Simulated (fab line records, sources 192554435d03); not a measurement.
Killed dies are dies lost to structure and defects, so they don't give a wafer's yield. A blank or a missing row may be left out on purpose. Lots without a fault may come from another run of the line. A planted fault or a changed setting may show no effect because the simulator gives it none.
Split-lot experiment | flow n5_finfet | 7 lots, 39 wafers read, on a route of 1938 steps

THE SPLIT
At N5_BEOL_M1_TRENCH_ETCH_37 (etches SiOC in C4F6/O2, target depth 55.207 nm, time 29 s), the setting time_s was moved away from the recipe's 29 s on 12 of the 39 wafers read, by -58.8% to +30.1%. The other wafers ran this setting at the recipe's value.

FROM THE SPLIT TO THE READING: what the file shows between them, 2 steps
- N5_BEOL_M1_ETCH_41: etches SiCN in CH3F/O2, target depth 31.9 nm, time 57.8 s
- N5_BEOL_M1_STRIP_97: strips in N2/H2, time 10 s

THE READING
trench_depth_nm, in nm, at N5_BEOL_M1_OCD_MEAS_38. Fault-free wafers of this fab line usually give 55.1 nm, standard deviation 0.81 nm.

wafer  | tool, chamber at the split | time_s as run, s | against the recipe | trench_depth_nm, nm | against lot-mates on the recipe
L085.2 | rie_diel-05, 3             | 29               | recipe             | 53.8                | -
L085.3 | rie_diel-05, 2             | 29               | recipe             | 54.5                | -
L085.6 | rie_diel-05, 3             | 29               | recipe             | 53.7                | -
L087.1 | rie_diel-04, 3             | 29               | recipe             | 54.5                | -
L087.2 | rie_diel-04, 1             | 29               | recipe             | 56.1                | -
L087.3 | rie_diel-04, 0             | 29               | recipe             | 54.4                | -
L087.4 | rie_diel-04, 2             | 29               | recipe             | 54.2                | -
L087.5 | rie_diel-04, 0             | 29               | recipe             | 54.4                | -
L087.6 | rie_diel-04, 1             | 29               | recipe             | 56.3                | -
L088.1 | rie_diel-05, 0             | 29               | recipe             | 56.4                | -
L088.2 | rie_diel-05, 3             | 29               | recipe             | 54.4                | -
L088.3 | rie_diel-05, 2             | 29               | recipe             | 55.9                | -
L088.4 | rie_diel-05, 1             | 11.95            | -58.8%             | 23.2                | -32.4
L088.5 | rie_diel-05, 2             | 11.95            | -58.8%             | 23.3                | -32.3
L088.6 | rie_diel-05, 1             | 11.95            | -58.8%             | 23.0                | -32.6
L089.1 | rie_diel-03, 0             | 29               | recipe             | 53.9                | -
L089.2 | rie_diel-03, 1             | 29               | recipe             | 54.4                | -
L089.3 | rie_diel-03, 3             | 37.72            | +30.1%             | 72.1                | +17.8
L089.4 | rie_diel-03, 2             | 37.72            | +30.1%             | 70.6                | +16.3
L089.5 | rie_diel-03, 1             | 29               | recipe             | 54.5                | -
L089.6 | rie_diel-03, 2             | 37.72            | +30.1%             | 71.7                | +17.4
L090.1 | rie_diel-03, 3             | 29               | recipe             | 55.5                | -
L090.2 | rie_diel-03, 2             | 19.05            | -34.3%             | 36.3                | -18.6
L090.3 | rie_diel-03, 0             | 19.05            | -34.3%             | 36.0                | -18.9
L090.4 | rie_diel-03, 1             | 29               | recipe             | 54.5                | -
L090.5 | rie_diel-03, 0             | 29               | recipe             | 54.7                | -
L090.6 | rie_diel-03, 3             | 19.05            | -34.3%             | 36.5                | -18.4
L093.1 | rie_diel-05, 2             | 29               | recipe             | 54.7                | -
L093.2 | rie_diel-05, 3             | 29               | recipe             | 53.4                | -
L093.3 | rie_diel-05, 0             | 29               | recipe             | 55.7                | -
L093.4 | rie_diel-05, 1             | 29               | recipe             | 55.9                | -
L093.5 | rie_diel-05, 2             | 29               | recipe             | 54.8                | -
L093.6 | rie_diel-05, 1             | 29               | recipe             | 57.0                | -
L094.1 | rie_diel-03, 3             | 29               | recipe             | 55.5                | -
L094.2 | rie_diel-03, 2             | 14.71            | -49.3%             | 28.4                | -26.7
L094.3 | rie_diel-03, 1             | 14.71            | -49.3%             | 27.0                | -28.1
L094.4 | rie_diel-03, 0             | 14.71            | -49.3%             | 27.7                | -27.4
L094.5 | rie_diel-03, 1             | 29               | recipe             | 55.1                | -
L094.6 | rie_diel-03, 2             | 29               | recipe             | 54.7                | -

THE FIT
A straight line over all 39 wafers: trench_depth_nm changes by +0.546 nm for each +1% of time_s; r = +1.00; the points scatter about the line by 0.82 nm.
The same after taking each lot's own level away (the mean of its wafers on the recipe; 39 wafers): +0.555 nm for each +1%; r = +1.00; scatter 0.72 nm.
On that fit, the largest move of time_s shifts the reading by 33 nm.
The lots' own levels span 54.00 to 55.57 nm, that is 1.9 times the standard deviation above.
So the lot-to-lot level changes the slope little: the two slopes agree.
Check: with one of the wafers moved furthest among these (-58.8%) left out of the fit, the line predicts -32.6 nm for it against its lot-mates. It came out at -32.4 nm against them.

THE WHOLE CHAIN: every reading that the file lists as answering this split, in the file's order
step                      | what it does                                              | reading                                                                          | change (the file's fit)                | r (the file's)
N5_BEOL_M1_TRENCH_ETCH_37 | etches SiOC in C4F6/O2, target depth 55.207 nm, time 29 s | etch.depth_nm (the simulator's own value, which no gauge read)                   | +0.554 nm for each +1% of the setting  | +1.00
N5_BEOL_M1_TRENCH_ETCH_37 | etches SiOC in C4F6/O2, target depth 55.207 nm, time 29 s | BEOL_M1.feature_depth_nm (the simulator's own value, which no gauge read)        | +0.554 nm for each +1% of the setting  | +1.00
N5_BEOL_M1_TRENCH_ETCH_37 | etches SiOC in C4F6/O2, target depth 55.207 nm, time 29 s | TiN_of_BEOL_M1_HM_DEP_02.thk_nm (the simulator's own value, which no gauge read) | -0.0239 nm for each +1% of the setting | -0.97
N5_BEOL_M1_OCD_MEAS_38    |                                                           | trench_depth_nm                                                                  | +0.554 nm for each +1% of the setting  | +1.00

THE FILE'S OWN FIT
trench_depth_nm changes by +0.554 nm for each +1% of time_s, r = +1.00.
